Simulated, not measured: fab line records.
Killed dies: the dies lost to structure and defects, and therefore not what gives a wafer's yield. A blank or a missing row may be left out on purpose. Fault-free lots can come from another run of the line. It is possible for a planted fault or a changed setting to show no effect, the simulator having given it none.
Matching of chambers | flow nand-harc | NHARC_P_ZERO_WELL_DESCUM_54 on rie-diel-07: 4 sister chambers
The step chemistry O2, time 3 s. 4 wafers are shown with their chamber, then 8 later ones without.

## WAFERS PAIRED WITH THEIR CHAMBERS
wafer  | chamber | oes-product-au (a.u.)
L086.5 | 1       | 0.998
L091.1 | 2       | 1.010
L091.4 | 3       | 0.988
L094.3 | 0       | 1.007

## WAFERS MISSING THEIR CHAMBER
wafer  | oes-product-au (a.u.)
L094.4 | 1.013
L094.5 | 1.004
L095.1 | 1.008
L095.2 | 1.013
L095.4 | 1.002
L097.1 | 1.003
L097.5 | 0.998
L097.6 | 0.997

## EACH ONE'S CHAMBER
wafer  | from the rows above          | in truth
L094.4 | can't be placed: 2 or 0      | 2
L094.5 | can't be placed: 0 or 1 or 2 | 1
L095.1 | can't be placed: 0 or 2      | 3
L095.2 | can't be placed: 2 or 0      | 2
L095.4 | can't be placed: 1 or 0 or 2 | 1
L097.1 | can't be placed: 0 or 1 or 2 | 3
L097.5 | 1                            | 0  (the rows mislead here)
L097.6 | 1                            | 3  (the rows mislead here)
Placed correctly: 0 of 8. Unplaceable from these rows: 6, with the true chamber sitting among the candidates in 4. Wrongly placed: 2.
How it was worked out, from the rows above alone: a wafer's distance from a chamber is the root of the sum, over the readings, of the square of ((its reading less the chamber's mean) divided by the reading's scatter). The wafer belongs to the nearest chamber; if the next one is less than 2 further off, it can't be placed. The mean given for a chamber averages the wafers shown for that chamber. The scatter: root of mean squared gap, hidden wafer to nearest shown wafer, with one shown wafer a chamber.
